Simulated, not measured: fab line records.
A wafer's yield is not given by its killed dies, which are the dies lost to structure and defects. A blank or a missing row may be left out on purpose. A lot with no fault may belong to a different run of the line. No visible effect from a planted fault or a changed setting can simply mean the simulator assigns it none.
fab line records ; flow n5Finfet
record: lots: 15; wafers: 45; lastDay: 19
route steps=1938 shown SD_ACTIVATION@330 ILD0@341 SDB@354
lots with no fault: from the same line, run without faults
startH: hours from the record's first day to the start of the lot's first wafer shown ; waitH: how many hours have passed since the lot's step before this one ; " unchanged from the row above ; L1.1+2: one row covering several wafers at once ; - no value present, or no start provided ; * or withheld: withheld ; < > ~ a bound
route shown NAME@n: a module of which the file shows steps, and the number in the route of the first ; usual: mean and standard deviation over wafers with no fault ; same: alike in all rows ; chamber/n: place in a boat ; sites: the reading at each site ; _std_site: the standard deviation of these ; _edge_site: inner sites' mean taken away from outer sites' mean ; radiusMm: how far each site lies from the wafer's centre ; mask NAME#n: copy n ; behind: the last tool/chamber to shape the wafer ; hold: cause of the lot's hold/its duration in hours/its outcome ; device: the transistor (n, p or np) that didn't switch ; end of line: tests of these same wafers at the route's end ; step lacking rows: just its recipe ; killed: count of dies lost to structure and defects at first sort (not the wafer's yield) ; map: shows each die of a wafer: x if killed, . if not, _ if none is there
set.NAME: the setting that was run; set.NAME@STEP: the one run at that earlier step ; model.NAME: the simulator's own value behind a step, which no gauge read
steps of the route over a sample of lots; a table a step, a row a wafer
services: when a tool's chamber went out of use (startH, in hours from the record's first day, below 0 if earlier), for how many hours, and the reason
== steps ==
step: N5_SD_ACTIVATION_RTA_00
recipe: tempC: 975; timeS: 0; ambient: N2; idleTempC: 600; rampUpCPerS: 150; rampDownCPerS: 60; coolToC: 600
usual: lampPowerPct: 8.95/0.051; wafer_temp_C_max: 975.0/2
lot.wafer;tool;chamber;startH;waitH;lampPowerPct;wafer_temp_C_max
L607.2;rtpAnneal-01;0;62.26;0.1;8.94;975.8
L607.4;rtpAnneal-01;0;62.26;0.1;8.96;973.3
L607.6;rtpAnneal-01;0;62.26;0.1;8.91;972.3
L608.1;rtpAnneal-02;0;71.13;0.0;8.98;972.6
L608.2;rtpAnneal-02;0;71.13;0.0;8.96;974.7
L608.5;rtpAnneal-02;0;71.13;0.0;8.98;974.9
L610.2;rtpAnneal-01;0;83.59;0.2;8.96;972.9
L610.3;rtpAnneal-01;0;83.59;0.2;8.99;975.9
L610.5;rtpAnneal-01;0;83.59;0.2;9.03;977.1
L611.1;rtpAnneal-01;0;88.79;0.0;8.91;975.2
L611.2;rtpAnneal-01;0;88.79;0.0;8.94;972.3
L611.4;rtpAnneal-01;0;88.79;0.0;8.92;974.9
L612.3;rtpAnneal-02;0;93.62;0.1;8.90;976.9
L612.5;rtpAnneal-02;0;93.62;0.1;9.03;974.4
L612.6;rtpAnneal-02;0;93.62;0.1;9.00;972.4
L616.2;rtpAnneal-02;0;116.03;0.1;9.06;979.3
L616.4;rtpAnneal-02;0;116.03;0.1;8.90;976.5
L616.6;rtpAnneal-02;0;116.03;0.1;8.94;976.8
L620.2;rtpAnneal-01;0;141.74;0.1;8.93;972.7
L620.3;rtpAnneal-01;0;141.74;0.1;8.97;977.5
L620.5;rtpAnneal-01;0;141.74;0.1;8.96;974.6
L622.1;rtpAnneal-01;0;154.78;0.0;8.92;973.8
L622.3;rtpAnneal-01;0;154.78;0.0;8.96;973.5
L622.6;rtpAnneal-01;0;154.78;0.0;8.86;980.4
L623.2;rtpAnneal-01;0;162.88;0.1;9.01;976.3
L623.5;rtpAnneal-01;0;162.88;0.1;8.96;977.5
L623.6;rtpAnneal-01;0;162.88;0.1;8.94;972.1
L624.1;rtpAnneal-02;0;165.57;0.0;8.93;973.0
L624.5;rtpAnneal-02;0;165.57;0.0;8.83;976.8
L624.6;rtpAnneal-02;0;165.57;0.0;8.95;977.4
L625.2;rtpAnneal-02;0;173.26;0.1;8.95;974.4
L625.4;rtpAnneal-02;0;173.26;0.1;8.93;976.0
L625.6;rtpAnneal-02;0;173.26;0.1;9.03;967.9
L626.2;rtpAnneal-02;0;177.31;0.1;9.01;977.4
L626.5;rtpAnneal-02;0;177.31;0.1;8.97;974.2
L626.6;rtpAnneal-02;0;177.31;0.1;9.02;978.4
L627.2;rtpAnneal-02;0;183.66;0.1;8.97;976.2
L627.5;rtpAnneal-02;0;183.66;0.1;8.96;975.5
L627.6;rtpAnneal-02;0;183.66;0.1;8.92;972.0
L628.1;rtpAnneal-02;0;192.55;0.0;8.96;971.5
L628.3;rtpAnneal-02;0;192.55;0.0;8.92;975.8
L628.4;rtpAnneal-02;0;192.55;0.0;8.98;975.1
L629.2;rtpAnneal-01;0;196.00;0.1;8.90;973.6
L629.3;rtpAnneal-01;0;196.00;0.1;9.04;978.0
L629.5;rtpAnneal-01;0;196.00;0.1;9.02;975.7
step: N5_ILD0_THK_MEAS_08
usual: thkNm: 139.2/0.9
lot.wafer;tool;chamber;startH;waitH;thkNm
L607.2;filmMetro-02;-;65.99;-;140.0
L607.4;filmMetro-02;-;65.99;-;139.3
L607.6;filmMetro-02;-;65.99;-;138.9
L608.1;filmMetro-02;-;74.88;-;138.7
L608.2;filmMetro-02;-;74.88;-;138.5
L608.5;filmMetro-02;-;74.88;-;139.7
L610.2;filmMetro-01;-;87.32;-;137.9
L610.3;filmMetro-01;-;87.32;-;138.0
L610.5;filmMetro-01;-;87.32;-;138.6
L611.1;filmMetro-02;-;92.82;-;140.3
L611.2;filmMetro-02;-;92.82;-;139.2
L611.4;filmMetro-02;-;92.82;-;139.3
L612.3;filmMetro-01;-;97.68;-;138.6
L612.5;filmMetro-01;-;97.68;-;137.8
L612.6;filmMetro-01;-;97.68;-;138.4
L616.2;filmMetro-01;-;120.12;-;139.5
L616.4;filmMetro-01;-;120.12;-;138.2
L616.6;filmMetro-01;-;120.12;-;139.5
L620.2;filmMetro-01;-;145.47;-;140.7
L620.3;filmMetro-01;-;145.47;-;140.6
L620.5;filmMetro-01;-;145.47;-;138.6
L622.1;filmMetro-01;-;158.94;-;139.1
L622.3;filmMetro-01;-;158.94;-;140.1
L622.6;filmMetro-01;-;158.94;-;140.3
L623.2;filmMetro-01;-;166.59;-;137.8
L623.5;filmMetro-01;-;166.59;-;138.0
L623.6;filmMetro-01;-;166.59;-;138.7
L624.1;filmMetro-01;-;169.33;-;140.4
L624.5;filmMetro-01;-;169.33;-;140.4
L624.6;filmMetro-01;-;169.33;-;140.8
L625.2;filmMetro-01;-;177.19;-;139.2
L625.4;filmMetro-01;-;177.19;-;139.0
L625.6;filmMetro-01;-;177.19;-;138.9
L626.2;filmMetro-01;-;182.55;-;138.7
L626.5;filmMetro-01;-;182.55;-;138.5
L626.6;filmMetro-01;-;182.55;-;138.6
L627.2;filmMetro-02;-;187.71;-;138.6
L627.5;filmMetro-02;-;187.71;-;138.8
L627.6;filmMetro-02;-;187.71;-;138.8
L628.1;filmMetro-01;-;197.13;-;139.1
L628.3;filmMetro-01;-;197.13;-;139.0
L628.4;filmMetro-01;-;197.13;-;139.5
L629.2;filmMetro-02;-;199.73;-;139.1
L629.3;filmMetro-02;-;199.73;-;140.8
L629.5;filmMetro-02;-;199.73;-;141.6
step: N5_SDB_PEB_09
recipe: pebTempC: withheld; pebTimeS: 60; resist: CAR-ArF
usual: chillPlateTempC: 23.00/0.12; exhaustPa: 45.0/0.8
lot.wafer;tool;chamber;startH;waitH;chillPlateTempC;exhaustPa
L607.2;lithoTrack-04;0;69.67;0.0;23.15;45.3
L607.4;lithoTrack-04;0;69.67;0.0;23.22;44.4
L607.6;lithoTrack-04;0;69.67;0.0;23.11;44.6
L608.1;lithoTrack-03;0;78.54;0.1;23.18;44.7
L608.2;lithoTrack-03;0;78.54;0.1;22.89;45.2
L608.5;lithoTrack-03;0;78.54;0.1;22.85;45.1
L610.2;lithoTrack-03;-;90.85;0.0;-;-
L610.3;lithoTrack-03;-;90.85;0.0;-;-
L610.5;lithoTrack-03;-;90.85;0.0;-;-
L611.1;lithoTrack-01;-;97.19;0.1;-;-
L611.2;lithoTrack-01;-;97.19;0.1;-;-
L611.4;lithoTrack-01;-;97.19;0.1;-;-
L612.3;lithoTrack-01;-;101.59;0.0;-;-
L612.5;lithoTrack-01;-;101.59;0.0;-;-
L612.6;lithoTrack-01;-;101.59;0.0;-;-
L616.2;lithoTrack-04;0;123.93;0.0;23.03;43.8
L616.4;lithoTrack-04;0;123.93;0.0;23.00;43.7
L616.6;lithoTrack-04;0;123.93;0.0;23.09;44.8
L620.2;lithoTrack-01;0;149.13;0.0;22.87;46.1
L620.3;lithoTrack-01;0;149.13;0.0;23.03;42.9
L620.5;lithoTrack-01;0;149.13;0.0;22.82;44.2
L622.1;lithoTrack-04;0;162.82;0.1;22.94;44.9
L622.3;lithoTrack-04;0;162.82;0.1;22.81;45.9
L622.6;lithoTrack-04;0;162.82;0.1;22.87;45.6
L623.2;lithoTrack-03;0;170.47;0.0;22.82;45.8
L623.5;lithoTrack-03;0;170.47;0.0;22.64;46.2
L623.6;lithoTrack-03;0;170.47;0.0;22.96;45.1
L624.1;lithoTrack-04;0;172.87;0.1;22.78;45.2
L624.5;lithoTrack-04;0;172.87;0.1;22.84;45.6
L624.6;lithoTrack-04;0;172.87;0.1;22.78;44.7
L625.2;lithoTrack-01;0;180.72;0.0;23.00;44.2
L625.4;lithoTrack-01;0;180.72;0.0;22.90;44.6
L625.6;lithoTrack-01;0;180.72;0.0;23.11;44.5
L626.2;lithoTrack-04;0;186.31;0.0;22.90;45.1
L626.5;lithoTrack-04;0;186.31;0.0;23.00;45.9
L626.6;lithoTrack-04;0;186.31;0.0;22.89;45.4
L627.2;lithoTrack-01;0;193.42;0.0;23.02;44.6
L627.5;lithoTrack-01;0;193.42;0.0;23.11;43.7
L627.6;lithoTrack-01;0;193.42;0.0;23.10;44.5
L628.1;lithoTrack-04;0;200.66;0.1;22.99;45.5
L628.3;lithoTrack-04;0;200.66;0.1;22.84;45.4
L628.4;lithoTrack-04;0;200.66;0.1;22.94;44.8
L629.2;lithoTrack-01;0;203.27;0.0;23.10;44.9
L629.3;lithoTrack-01;0;203.27;0.0;22.94;46.8
L629.5;lithoTrack-01;0;203.27;0.0;23.11;45.3
step: N5_SDB_DESCUM_16
recipe: chemistry: O2; timeS: 7.9; sourcePowerW: 50; biasPowerW: 20; pressureMtorr: 20; rfFrequencyHz: 2.712e+07; tempC: 40; resist: CAR-ArF; o2FlowSccm: 225
usual: drypumpMotorCurrentA: 5.9/0.54; oesProductAu: 0.79/0.082; rfVppV: 243.8/1.4; showerheadPlenumPTorr: 2.14/0.064; throttleValvePct: 20.40/0.16
lot.wafer;tool;chamber;startH;waitH;drypumpMotorCurrentA;oesProductAu;rfHoursCounterH;rfVppV;showerheadPlenumPTorr;throttleValvePct
L607.2;rieDiel-05;0;70.14;0.3;5.7;0.78;89;244.3;2.20;20.46
L607.4;rieDiel-05;2;70.14;0.3;5.9;0.73;189;244.4;2.18;20.22
L607.6;rieDiel-05;3;70.14;0.3;6.4;0.75;-;245.6;2.18;20.55
L608.1;rieDiel-05;1;78.69;0.0;4.9;0.96;11;242.6;2.07;20.27
L608.2;rieDiel-05;0;78.69;0.0;5.7;0.78;93;244.3;2.20;20.45
L608.5;rieDiel-05;1;78.69;0.0;4.9;0.96;-;242.4;2.07;20.23
L610.2;rieDiel-05;1;91.00;0.0;4.9;0.95;16;240.8;2.06;20.27
L610.3;rieDiel-05;2;91.00;0.0;6.0;0.72;197;244.9;2.18;20.21
L610.5;rieDiel-05;2;91.00;0.0;5.9;0.73;-;244.6;2.18;20.23
L611.1;rieDiel-03;0;97.45;0.1;6.4;0.70;236;243.7;2.15;20.49
L611.2;rieDiel-03;1;97.45;0.1;6.7;0.76;144;244.5;2.18;20.05
L611.4;rieDiel-03;0;97.45;0.1;6.4;0.69;-;243.7;2.16;20.48
L612.3;rieDiel-05;0;101.74;0.0;5.7;0.76;102;245.6;2.20;20.47
L612.5;rieDiel-05;1;101.74;0.0;4.9;0.92;-;241.3;2.06;20.25
L612.6;rieDiel-05;2;101.74;0.0;5.9;0.71;-;244.3;2.17;20.25
L616.2;rieDiel-03;0;124.08;0.0;6.5;0.69;245;242.8;2.15;20.48
L616.4;rieDiel-03;1;124.08;0.0;6.7;0.75;152;244.1;2.18;20.08
L616.6;rieDiel-03;3;124.08;0.0;6.1;0.79;-;243.8;2.10;20.45
L620.2;rieDiel-02;2;149.60;0.3;6.1;0.71;239;241.6;1.97;20.73
L620.3;rieDiel-02;1;149.60;0.3;5.0;0.90;26;241.7;2.05;20.30
L620.5;rieDiel-02;3;149.60;0.3;5.8;0.84;-;244.9;2.20;20.53
L622.1;rieDiel-05;0;162.98;0.0;5.7;0.75;122;243.8;2.19;20.50
L622.3;rieDiel-05;1;162.98;0.0;4.9;0.88;41;242.4;2.06;20.30
L622.6;rieDiel-05;1;162.98;0.0;4.9;0.88;-;244.4;2.06;20.29
L623.2;rieDiel-05;0;170.63;0.0;5.7;0.74;126;243.9;2.19;20.52
L623.5;rieDiel-05;1;170.63;0.0;4.9;0.88;-;241.7;2.06;20.29
L623.6;rieDiel-05;2;170.63;0.0;5.9;0.70;-;243.6;2.17;20.27
L624.1;rieDiel-02;0;173.38;0.4;6.2;0.72;180;244.0;2.17;20.42
L624.5;rieDiel-02;3;173.38;0.4;5.8;0.84;-;244.1;2.20;20.54
L624.6;rieDiel-02;0;173.38;0.4;6.2;0.72;-;244.4;2.17;20.42
L625.2;rieDiel-03;2;180.88;0.0;5.8;0.88;31;244.8;2.22;20.57
L625.4;rieDiel-03;0;180.88;0.0;6.4;0.94;4;245.7;2.15;20.17
L625.6;rieDiel-03;1;180.88;0.0;6.7;0.73;-;243.9;2.17;20.09
L626.2;rieDiel-02;1;186.87;0.4;5.0;0.89;38;242.9;2.05;20.33
L626.5;rieDiel-02;2;186.87;0.4;6.0;0.70;-;240.8;1.97;20.75
L626.6;rieDiel-02;3;186.87;0.4;5.8;0.83;-;245.2;2.20;20.53
L627.2;rieDiel-05;0;193.79;0.3;5.7;0.75;135;246.2;2.18;20.52
L627.5;rieDiel-05;0;193.79;0.3;5.7;0.74;-;243.7;2.18;20.54
L627.6;rieDiel-05;1;193.79;0.3;4.9;0.88;-;242.9;2.05;20.31
L628.1;rieDiel-05;3;201.42;0.6;6.4;0.72;196;245.6;2.16;20.60
L628.3;rieDiel-05;2;201.42;0.6;5.9;0.70;235;242.4;2.16;20.29
L628.4;rieDiel-05;0;201.42;0.6;5.7;0.74;137;244.8;2.18;20.51
L629.2;rieDiel-03;0;203.42;0.0;6.4;0.93;12;244.1;2.15;20.17
L629.3;rieDiel-03;1;203.42;0.0;6.7;0.73;185;244.9;2.16;20.10
L629.5;rieDiel-03;2;203.42;0.0;5.8;0.87;-;246.8;2.22;20.58
== services ==
tool;chamber;startH;hours;kind
rieDiel-03;1;48.64;15.8;repair
rieDiel-02;1;49.54;-;clean
rieDiel-02;1;49.54;-;consumableReplace:focusRing
rieDiel-02;1;49.54;16.0;scheduledDown
rieDiel-02;1;49.54;16.0;ventCycle
rieDiel-03;2;82.90;-;clean
rieDiel-03;2;82.90;-;consumableReplace:focusRing
rieDiel-03;2;82.90;-;consumableReplace:showerhead
rieDiel-03;2;82.90;22.0;scheduledDown
rieDiel-03;2;82.90;22.0;ventCycle
rieDiel-03;-;99.11;2.8;pm
lithoTrack-01;-;107.62;-;consumableReplace:filter
lithoTrack-04;-;116.82;-;consumableReplace:filter
rieDiel-02;3;127.94;2.0;repair
rieDiel-03;0;136.43;-;clean
rieDiel-03;0;136.43;-;consumableReplace:focusRing
rieDiel-03;0;136.43;34.1;scheduledDown
rieDiel-03;0;136.43;34.1;ventCycle
lithoTrack-01;-;138.60;-;consumableReplace:filter
rieDiel-02;2;187.65;-;clean
rieDiel-02;2;187.65;-;consumableReplace:focusRing
rieDiel-02;2;187.65;-;consumableReplace:showerhead
rieDiel-02;2;187.65;18.9;scheduledDown
rieDiel-05;3;191.40;1.4;repair
== key ==
firstSign: step: N5_SDB_PEB_09; reading: toolRecord; direction: missing
effect none on later readings
metAt N5_SDB_PEB_09
struckLots L610,L611,L612
laterRowsLeftOut L610.2,L610.3,L610.5,L611.1,L611.2,L611.4,L612.3,L612.5,L612.6
sortLeftOut L610.2,L610.3,L610.5,L611.1,L611.2,L611.4,L612.3,L612.5,L612.6
notActingAt N5_SD_ACTIVATION_RTA_00,N5_ILD0_THK_MEAS_08,N5_SDB_DESCUM_16
onsetBetween 78.54 90.85
fault: kind: skippedStepWhole; tool: lithoTrack-01,lithoTrack-03; chamber: -; onsetH: 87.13; steps: N5_SDB_PEB_09; scope: struckLotsOnly
sortLeftOut: the simulated sort isn't trusted on such a fault, so these wafers' sort isn't shown, and their yield isn't known
laterRowsLeftOut: the simulator's readings of these wafers behind a module that went badly wrong aren't trusted and aren't shown, but for the sort
